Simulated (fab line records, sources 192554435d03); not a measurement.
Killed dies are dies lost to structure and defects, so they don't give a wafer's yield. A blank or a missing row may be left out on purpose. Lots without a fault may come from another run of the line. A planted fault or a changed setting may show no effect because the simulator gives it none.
Problem report in the 8D (eight disciplines) form, filled by code | flow n5_finfet | the parts of the form that need people (team, actions taken, sign-off) are left out

1. THE PROBLEM
bias_w at N5_BEOL_M5_ETCH_72 reads a mean of 193.1 W on 1 wafer of 1 lot; wafers without a fault read 149.9 W with a standard deviation of 0.44. That is +98 standard deviations from the usual mean.
The step: etches underlayer in N2/H2, target depth 6.5 nm, time 5.2 s.
First seen on wafer L802.3, day 13 04:52, on rie_diel-01. The record holds 33 wafers of 11 lots with a number at this step. Rule for "out", or "out of limits": more than 4 standard deviations from the usual mean. The other wafers with a number count as sound.

2. WHAT IT IS AND WHAT IT IS NOT
question                    | is                                  | is not
which readings at this step | bias_w, etch_rf_on_time_s, rf_vpp_V | drypump_motor_current_A, oes_product_au, showerhead_plenum_p_Torr, throttle_valve_pct
which lots                  | L802                                | L786, L789, L790, L792, L795, L796, L797, L806, L808, L809
which wafers of those lots  | L802.3                              | L802.1, L802.6
read on which tools         | rie_diel-01                         | rie_diel-04, rie_diel-06
when                        | from day 13 04:52                   | up to then (23 sound wafers); but 9 sound wafers of L806, L808, L809 came after

3. SUSPECTS, AND WHAT RULES EACH OUT
Counting: a tool at a process step up to the reading stays a suspect if it ran every lot that is out. Sound lots after the first of them don't rule it out here, since some wafers of a struck lot are sound.
- pvd_sputter-03 at N5_BEOL_M4_SPUTTER_94 (material Cu, target thk 4.5 nm, time 8.29 s): kept. It ran the lot that is out, L802 (day 13 00:18); its last sound lot up to then is L797 (day 11 23:13).
- rie_diel-01 at N5_BEOL_M5_ETCH_72 (etches underlayer in N2/H2, target depth 6.5 nm, time 5.2 s): kept. It ran the lot that is out, L802 (day 13 04:52); its last sound lot up to then is L797 (day 12 05:41). Its own readings are out on those wafers: bias_w, etch_rf_on_time_s, rf_vpp_V.
- Within rie_diel-01 at N5_BEOL_M5_ETCH_72: the wafers that are out ran in chamber 3; their sound lot-mates ran in chambers 1, 2.
Left after counting: pvd_sputter-03 at N5_BEOL_M4_SPUTTER_94, rie_diel-01 at N5_BEOL_M5_ETCH_72.

4. THE CAUSE (what the simulator had put in)
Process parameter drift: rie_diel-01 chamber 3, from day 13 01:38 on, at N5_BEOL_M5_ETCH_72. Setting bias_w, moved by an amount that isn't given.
Counting left 2 suspects, and this tool is among them.

5. THE CHAIN OF EFFECTS, in route order
Each row: a reading whose mean over the struck wafers that have a number lies more than 3 standard deviations from the usual. Only readings for which the record gives a usual standard deviation are gone through. hours: the time from each lot's start at the first step in this table that gives one to its start at this step, as a median over the lots. sigmas: the change in usual standard deviations.
hours | step               | reading           | usual   | on struck wafers | change | sigmas
0     | N5_BEOL_M5_ETCH_72 | bias_w            | 149.9 W | 193.1            | +43.2  | +98
0     | N5_BEOL_M5_ETCH_72 | etch_rf_on_time_s | 5.17 s  | 4.44             | -0.73  | -8.1
0     | N5_BEOL_M5_ETCH_72 | rf_vpp_V          | 523.6 V | 610.7            | +87.1  | +35
The process steps in it:
- N5_BEOL_M5_ETCH_72: etches underlayer in N2/H2, target depth 6.5 nm, time 5.2 s.
Later measuring or inspecting steps at which every struck wafer that the step has a row for has a number for every such reading, and none has moved that far: N5_BEOL_M5_CD_MEAS_18.

6. WHAT WOULD HAVE CAUGHT IT SOONER
In this record the first reading out of limits was taken at day 13 04:52, 3 hours after the fault began at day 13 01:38.
